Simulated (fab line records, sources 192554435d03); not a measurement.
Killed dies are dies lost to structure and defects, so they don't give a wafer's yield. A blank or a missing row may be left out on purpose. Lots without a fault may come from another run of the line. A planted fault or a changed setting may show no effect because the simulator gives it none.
Which tool did it? | flow n5_finfet | 24 lots, 72 wafers sampled, at 6 steps of a route of 1938

WHAT THE GAUGES READ, wafer by wafer
The record holds no reading of a measuring or inspecting step that can be judged against a usual standard deviation.

WHICH TOOL RAN EACH LOT (tool, then ch and the chambers of the sampled wafers, then the start)
lot  | N5_BEOL_M3_ETCH_70                 | N5_BEOL_M3_DEGAS_44          | N5_BEOL_M3_ANNEAL_49         | N5_BEOL_M3_ANNEAL_80         | N5_BEOL_M3_ANNEAL_89         | N5_BEOL_M3_SPUTTER_90
L074 | rie_diel-06 ch 0,1,3, day 6 21:52  | pvd_sputter-02, day 6 22:37  | pvd_sputter-03, day 6 23:16  | pvd_sputter-03, day 6 23:29  | pvd_sputter-03, day 7 00:09  | pvd_sputter-03, day 7 00:17
L075 | rie_diel-06 ch 0,2,3, day 7 14:17  | pvd_sputter-03, day 7 14:55  | pvd_sputter-01, day 7 15:32  | pvd_sputter-01, day 7 15:46  | pvd_sputter-01, day 7 16:25  | pvd_sputter-01, day 7 16:34
L077 | rie_diel-06 ch 0,2,3, day 7 17:21  | pvd_sputter-03, day 7 18:28  | pvd_sputter-02, day 7 19:35  | pvd_sputter-02, day 7 19:49  | pvd_sputter-02, day 7 20:28  | pvd_sputter-02, day 7 20:37
L076 | rie_diel-02 ch 0,2,3, day 8 03:23  | pvd_sputter-01, day 8 04:02  | pvd_sputter-01, day 8 04:53  | pvd_sputter-01, day 8 05:06  | pvd_sputter-01, day 8 05:46  | pvd_sputter-01, day 8 05:54
L078 | rie_diel-06 ch 0,2,3, day 8 05:04  | pvd_sputter-02, day 8 05:47  | pvd_sputter-03, day 8 06:30  | pvd_sputter-03, day 8 06:43  | pvd_sputter-03, day 8 07:23  | pvd_sputter-03, day 8 07:31
L079 | rie_diel-02 ch 1,2,3, day 8 06:16  | pvd_sputter-01, day 8 06:49  | pvd_sputter-01, day 8 07:26  | pvd_sputter-01, day 8 07:40  | pvd_sputter-01, day 8 08:19  | pvd_sputter-01, day 8 08:28
L080 | rie_diel-02 ch 1,2, day 8 08:31    | pvd_sputter-02, day 8 09:07  | pvd_sputter-03, day 8 09:46  | pvd_sputter-03, day 8 09:59  | pvd_sputter-03, day 8 10:38  | pvd_sputter-03, day 8 10:47
L081 | rie_diel-02 ch 0,3, day 9 21:48    | pvd_sputter-02, day 9 22:45  | pvd_sputter-01, day 9 23:32  | pvd_sputter-01, day 9 23:45  | pvd_sputter-01, day 10 00:25 | pvd_sputter-01, day 10 00:33
L084 | rie_diel-06 ch 0,1,2, day 9 21:50  | pvd_sputter-01, day 9 22:43  | pvd_sputter-02, day 10 00:23 | pvd_sputter-02, day 10 00:37 | pvd_sputter-02, day 10 01:16 | pvd_sputter-02, day 10 01:25
L083 | rie_diel-02 ch 1,3, day 10 01:49   | pvd_sputter-02, day 10 02:46 | pvd_sputter-02, day 10 03:44 | pvd_sputter-02, day 10 03:58 | pvd_sputter-02, day 10 04:37 | pvd_sputter-02, day 10 04:46
L082 | rie_diel-06 ch 0,1,2, day 10 02:06 | pvd_sputter-02, day 10 02:51 | pvd_sputter-03, day 10 04:51 | pvd_sputter-03, day 10 05:04 | pvd_sputter-03, day 10 05:44 | pvd_sputter-03, day 10 05:52
L085 | rie_diel-06 ch 0,2, day 10 04:34   | pvd_sputter-01, day 10 05:32 | pvd_sputter-01, day 10 06:20 | pvd_sputter-01, day 10 06:34 | pvd_sputter-01, day 10 07:13 | pvd_sputter-01, day 10 07:22
L086 | rie_diel-06 ch 1,2, day 10 10:14   | pvd_sputter-02, day 10 10:48 | pvd_sputter-03, day 10 11:30 | pvd_sputter-03, day 10 11:43 | pvd_sputter-03, day 10 12:23 | pvd_sputter-03, day 10 12:31
L087 | rie_diel-02 ch 0,1,2, day 10 16:36 | pvd_sputter-02, day 10 17:21 | pvd_sputter-01, day 10 18:19 | pvd_sputter-01, day 10 18:32 | pvd_sputter-01, day 10 19:12 | pvd_sputter-01, day 10 19:20
L088 | rie_diel-02 ch 0,1,2, day 10 20:35 | pvd_sputter-02, day 10 21:28 | pvd_sputter-01, day 10 22:21 | pvd_sputter-01, day 10 22:34 | pvd_sputter-01, day 10 23:14 | pvd_sputter-01, day 10 23:22
L089 | rie_diel-06 ch 0,2,3, day 11 06:41 | pvd_sputter-03, day 11 07:19 | pvd_sputter-02, day 11 08:04 | pvd_sputter-02, day 11 08:17 | pvd_sputter-02, day 11 08:57 | pvd_sputter-02, day 11 09:05
L090 | rie_diel-05 ch 0,1,2, day 11 14:42 | pvd_sputter-01, day 11 15:46 | pvd_sputter-02, day 11 16:32 | pvd_sputter-02, day 11 16:46 | pvd_sputter-02, day 11 17:25 | pvd_sputter-02, day 11 17:34
L092 | rie_diel-05 ch 0,1,2, day 12 00:38 | pvd_sputter-02, day 12 01:23 | pvd_sputter-03, day 12 04:08 | pvd_sputter-03, day 12 04:22 | pvd_sputter-03, day 12 05:01 | pvd_sputter-03, day 12 05:10
L091 | rie_diel-02 ch 2,3, day 12 05:43   | pvd_sputter-03, day 12 06:29 | pvd_sputter-03, day 12 07:16 | pvd_sputter-03, day 12 07:29 | pvd_sputter-03, day 12 08:08 | pvd_sputter-03, day 12 08:17
L093 | rie_diel-05 ch 1,3, day 12 05:47   | pvd_sputter-02, day 12 06:31 | pvd_sputter-01, day 12 07:25 | pvd_sputter-01, day 12 07:38 | pvd_sputter-01, day 12 08:18 | pvd_sputter-01, day 12 08:26
L094 | rie_diel-02 ch 0,3, day 12 08:43   | pvd_sputter-03, day 12 09:44 | pvd_sputter-02, day 12 10:25 | pvd_sputter-02, day 12 10:38 | pvd_sputter-02, day 12 11:18 | pvd_sputter-02, day 12 11:26
L095 | rie_diel-02 ch 1,2,3, day 12 18:44 | pvd_sputter-01, day 12 19:22 | pvd_sputter-02, day 12 21:19 | pvd_sputter-02, day 12 21:32 | pvd_sputter-02, day 12 22:11 | pvd_sputter-02, day 12 22:20
L096 | rie_diel-02 ch 1,3, day 12 21:14   | pvd_sputter-03, day 12 21:59 | pvd_sputter-02, day 12 23:09 | pvd_sputter-02, day 12 23:22 | pvd_sputter-02, day 13 00:02 | pvd_sputter-02, day 13 00:10
L097 | rie_diel-02 ch 0,2,3, day 13 01:14 | pvd_sputter-01, day 13 01:56 | pvd_sputter-03, day 13 03:11 | pvd_sputter-03, day 13 03:24 | pvd_sputter-03, day 13 04:04 | pvd_sputter-03, day 13 04:12
- N5_BEOL_M3_ETCH_70: etches SOC in N2/H2, target depth 80 nm, overetch 16 nm, time 120 s.
- N5_BEOL_M3_DEGAS_44: time 60 s.
- N5_BEOL_M3_ANNEAL_49: time 240 s.
- N5_BEOL_M3_ANNEAL_80: time 240 s.
- N5_BEOL_M3_ANNEAL_89: time 240 s.
- N5_BEOL_M3_SPUTTER_90: material Cu, target thk 4.5 nm, time 8.29 s.

WHAT THE TOOLS THEMSELVES READ (means of the sampled wafers that have a number; where no wafer has one, the mark that the record gives instead)
N5_BEOL_M3_ETCH_70. Usual: drypump_motor_current_A 5.8 A, standard deviation 0.57; oes_product_au 0.62 a.u., standard deviation 0.052; rf_vpp_V 524.4 V, standard deviation 2.6; showerhead_plenum_p_Torr 2.57 Torr, standard deviation 0.091; throttle_valve_pct 17.80 %, standard deviation 0.24.
lot  | tool        | drypump_motor_current_A (A) | oes_product_au (a.u.) | rf_vpp_V (V) | showerhead_plenum_p_Torr (Torr) | throttle_valve_pct (%) | flag
L074 | rie_diel-06 | 5.9                         | 0.63                  | 522.5        | 2.50                            | 17.71                  |
L075 | rie_diel-06 | 6.2                         | 0.63                  | 523.2        | 2.54                            | 17.70                  |
L077 | rie_diel-06 | 6.3                         | 0.63                  | 524.3        | 2.54                            | 17.69                  |
L076 | rie_diel-02 | 5.6                         | 0.69                  | 525.8        | 2.60                            | 17.67                  |
L078 | rie_diel-06 | 6.3                         | 0.63                  | 523.5        | 2.54                            | 17.69                  |
L079 | rie_diel-02 | 5.7                         | 0.64                  | 524.6        | 2.57                            | 17.68                  |
L080 | rie_diel-02 | 5.2                         | 0.60                  | 523.1        | 2.53                            | 17.77                  |
L081 | rie_diel-02 | 5.6                         | 0.68                  | 526.9        | 2.67                            | 17.80                  |
L084 | rie_diel-06 | 5.9                         | 0.60                  | 524.1        | 2.52                            | 17.75                  |
L083 | rie_diel-02 | 5.9                         | 0.61                  | 526.1        | 2.63                            | 17.85                  |
L082 | rie_diel-06 | 5.9                         | 0.59                  | 522.2        | 2.51                            | 17.76                  |
L085 | rie_diel-06 | 6.2                         | 0.61                  | 523.9        | 2.55                            | 17.73                  |
L086 | rie_diel-06 | 6.2                         | 0.57                  | 522.7        | 2.49                            | 17.84                  |
L087 | rie_diel-02 | 5.3                         | 0.62                  | 525.5        | 2.61                            | 17.92                  |
L088 | rie_diel-02 | 5.2                         | 0.62                  | 525.0        | 2.61                            | 17.92                  |
L089 | rie_diel-06 | 6.3                         | 0.62                  | 523.4        | 2.53                            | 17.74                  |
L090 | rie_diel-05 | 5.6                         | 0.60                  | 524.0        | 2.55                            | 17.97                  |
L092 | rie_diel-05 | 5.6                         | 0.60                  | 523.7        | 2.55                            | 17.97                  |
L091 | rie_diel-02 | 6.1                         | 0.65                  | 524.2        | 2.54                            | 17.51                  |
L093 | rie_diel-05 | 5.8                         | 0.60                  | 527.1        | 2.65                            | 18.02                  |
L094 | rie_diel-02 | 5.6                         | 0.66                  | 526.3        | 2.66                            | 17.84                  |
L095 | rie_diel-02 | 5.7                         | 0.60                  | 523.8        | 2.56                            | 17.74                  |
L096 | rie_diel-02 | 6.2                         | 0.63                  | 524.8        | 2.60                            | 17.67                  |
L097 | rie_diel-02 | 5.6                         | 0.64                  | 525.1        | 2.58                            | 17.73                  |

N5_BEOL_M3_DEGAS_44. Usual: heater_power_w 327 W, standard deviation 25.
lot  | tool           | heater_power_w (W) | flag
L074 | pvd_sputter-02 | 347                |
L075 | pvd_sputter-03 | 349                |
L077 | pvd_sputter-03 | 340                |
L076 | pvd_sputter-01 | 296                |
L078 | pvd_sputter-02 | 347                |
L079 | pvd_sputter-01 | 326                |
L080 | pvd_sputter-02 | 330                |
L081 | pvd_sputter-02 | 334                |
L084 | pvd_sputter-01 | 310                |
L083 | pvd_sputter-02 | 347                |
L082 | pvd_sputter-02 | 344                |
L085 | pvd_sputter-01 | 330                |
L086 | pvd_sputter-02 | 335                |
L087 | pvd_sputter-02 | 343                |
L088 | pvd_sputter-02 | 340                |
L089 | pvd_sputter-03 | 318                |
L090 | pvd_sputter-01 | 317                |
L092 | pvd_sputter-02 | 346                |
L091 | pvd_sputter-03 | 325                |
L093 | pvd_sputter-02 | 342                |
L094 | pvd_sputter-03 | 312                |
L095 | pvd_sputter-01 | 314                |
L096 | pvd_sputter-03 | 336                |
L097 | pvd_sputter-01 | 309                |

N5_BEOL_M3_ANNEAL_49. Usual: heater_power_w 818 W, standard deviation 62; susceptor_temp_C_max 401.0, standard deviation 0.43.
lot  | tool           | heater_power_w (W) | susceptor_temp_C_max | flag
L074 | pvd_sputter-03 | 783                | 401.0                |
L075 | pvd_sputter-01 | 796                | 400.7                |
L077 | pvd_sputter-02 | 843                | 400.7                |
L076 | pvd_sputter-01 | 740                | 401.0                |
L078 | pvd_sputter-03 | 795                | 401.1                |
L079 | pvd_sputter-01 | 757                | 400.8                |
L080 | pvd_sputter-03 | 812                | 401.4                |
L081 | pvd_sputter-01 | 831                | 401.1                |
L084 | pvd_sputter-02 | 873                | 400.5                |
L083 | pvd_sputter-02 | 812                | 400.6                |
L082 | pvd_sputter-03 | 801                | 401.1                |
L085 | pvd_sputter-01 | 787                | 400.7                |
L086 | pvd_sputter-03 | 837                | 401.3                |
L087 | pvd_sputter-01 | 821                | 400.9                |
L088 | pvd_sputter-01 | 823                | 401.1                |
L089 | pvd_sputter-02 | 845                | 401.0                |
L090 | pvd_sputter-02 | 840                | 400.9                |
L092 | pvd_sputter-03 | 842                | 401.4                |
L091 | pvd_sputter-03 | 739                | 401.1                |
L093 | pvd_sputter-01 | 811                | 401.3                |
L094 | pvd_sputter-02 | 861                | 401.2                |
L095 | pvd_sputter-02 | 865                | 400.8                |
L096 | pvd_sputter-02 | 842                | 400.8                |
L097 | pvd_sputter-03 | 781                | 400.8                |

N5_BEOL_M3_ANNEAL_80. Usual: heater_power_w 817 W, standard deviation 61; susceptor_temp_C_max 401.0, standard deviation 0.45.
lot  | tool           | heater_power_w (W) | susceptor_temp_C_max | flag
L074 | pvd_sputter-03 | 792                | 400.9                |
L075 | pvd_sputter-01 | 786                | 401.4                |
L077 | pvd_sputter-02 | 857                | 400.7                |
L076 | pvd_sputter-01 | 762                | 401.1                |
L078 | pvd_sputter-03 | 786                | 400.9                |
L079 | pvd_sputter-01 | 739                | 400.7                |
L080 | pvd_sputter-03 | 819                | 401.7                |
L081 | pvd_sputter-01 | 834                | 401.3                |
L084 | pvd_sputter-02 | 859                | 400.4                |
L083 | pvd_sputter-02 | 832                | 400.9                |
L082 | pvd_sputter-03 | 810                | 401.0                |
L085 | pvd_sputter-01 | 798                | 400.9                |
L086 | pvd_sputter-03 | 845                | 401.3                |
L087 | pvd_sputter-01 | 831                | 401.0                |
L088 | pvd_sputter-01 | 822                | 401.1                |
L089 | pvd_sputter-02 | 834                | 400.9                |
L090 | pvd_sputter-02 | 830                | 400.6                |
L092 | pvd_sputter-03 | 837                | 401.1                |
L091 | pvd_sputter-03 | 728                | 401.2                |
L093 | pvd_sputter-01 | 806                | 401.1                |
L094 | pvd_sputter-02 | 839                | 401.3                |
L095 | pvd_sputter-02 | 859                | 401.2                |
L096 | pvd_sputter-02 | 847                | 401.0                |
L097 | pvd_sputter-03 | 792                | 401.0                |

N5_BEOL_M3_ANNEAL_89. Usual: heater_power_w 817 W, standard deviation 62; susceptor_temp_C_max 401.0, standard deviation 0.43.
lot  | tool           | heater_power_w (W) | susceptor_temp_C_max | flag
L074 | pvd_sputter-03 | 797                | 401.0                |
L075 | pvd_sputter-01 | 786                | 401.1                |
L077 | pvd_sputter-02 | 857                | 400.6                |
L076 | pvd_sputter-01 | 753                | 401.3                |
L078 | pvd_sputter-03 | 787                | 401.0                |
L079 | pvd_sputter-01 | 749                | 401.1                |
L080 | pvd_sputter-03 | 825                | 401.5                |
L081 | pvd_sputter-01 | 820                | 401.0                |
L084 | pvd_sputter-02 | 869                | 400.5                |
L083 | pvd_sputter-02 | 836                | 400.4                |
L082 | pvd_sputter-03 | 810                | 401.2                |
L085 | pvd_sputter-01 | 794                | 401.0                |
L086 | pvd_sputter-03 | 829                | 401.3                |
L087 | pvd_sputter-01 | 825                | 401.1                |
L088 | pvd_sputter-01 | 820                | 401.1                |
L089 | pvd_sputter-02 | 831                | 400.9                |
L090 | pvd_sputter-02 | 834                | 400.7                |
L092 | pvd_sputter-03 | 846                | 401.1                |
L091 | pvd_sputter-03 | 739                | 401.0                |
L093 | pvd_sputter-01 | 801                | 401.0                |
L094 | pvd_sputter-02 | 853                | 401.2                |
L095 | pvd_sputter-02 | 864                | 401.0                |
L096 | pvd_sputter-02 | 836                | 400.6                |
L097 | pvd_sputter-03 | 783                | 401.1                |

N5_BEOL_M3_SPUTTER_90. Usual: substrate_temp_c -19.99 C, standard deviation 0.1; throttle_valve_pct 29.7 %, standard deviation 1.1.
lot  | tool           | substrate_temp_c (C) | throttle_valve_pct (%) | flag
L074 | pvd_sputter-03 | -20.03               | 29.8                   |
L075 | pvd_sputter-01 | -20.01               | 30.0                   |
L077 | pvd_sputter-02 | -20.01               | 29.1                   |
L076 | pvd_sputter-01 | -20.11               | 30.7                   |
L078 | pvd_sputter-03 | -19.99               | 28.9                   |
L079 | pvd_sputter-01 | -19.88               | 29.1                   |
L080 | pvd_sputter-03 | -20.00               | 30.7                   |
L081 | pvd_sputter-01 | -19.98               | 29.4                   |
L084 | pvd_sputter-02 | -20.00               | 29.5                   |
L083 | pvd_sputter-02 | -19.99               | 29.3                   |
L082 | pvd_sputter-03 | -19.91               | 29.6                   |
L085 | pvd_sputter-01 | -19.90               | 29.5                   |
L086 | pvd_sputter-03 | -19.94               | 30.6                   |
L087 | pvd_sputter-01 | -20.05               | 30.3                   |
L088 | pvd_sputter-01 | -20.10               | 30.1                   |
L089 | pvd_sputter-02 | -19.97               | 29.2                   |
L090 | pvd_sputter-02 | -19.91               | 29.7                   |
L092 | pvd_sputter-03 | -19.98               | 29.5                   |
L091 | pvd_sputter-03 | -19.98               | 29.6                   |
L093 | pvd_sputter-01 | -19.93               | 30.6                   |
L094 | pvd_sputter-02 | -20.02               | 30.2                   |
L095 | pvd_sputter-02 | -20.04               | 30.3                   |
L096 | pvd_sputter-02 | -19.97               | 29.3                   |
L097 | pvd_sputter-03 | -20.09               | 28.9                   |

THE ANSWER, worked out from the rows above alone
Rule: a lot is off if the mean of its wafers that have a number lies more than 3 standard deviations from the usual mean. A lot without any number at a reading at which 4 lots or more have one is off too. The other lots that the step has rows for count as sound. The gauges are gone through in route order, then the tools' own readings, and for those a lot's mean is taken as printed above. The first step at which some lot is off is used, and at that step the reading that is off furthest; a lot without a number counts as furthest.
No lot is off at any reading shown: from this, nothing can be told.

WHAT THE SIMULATOR HAD PUT IN
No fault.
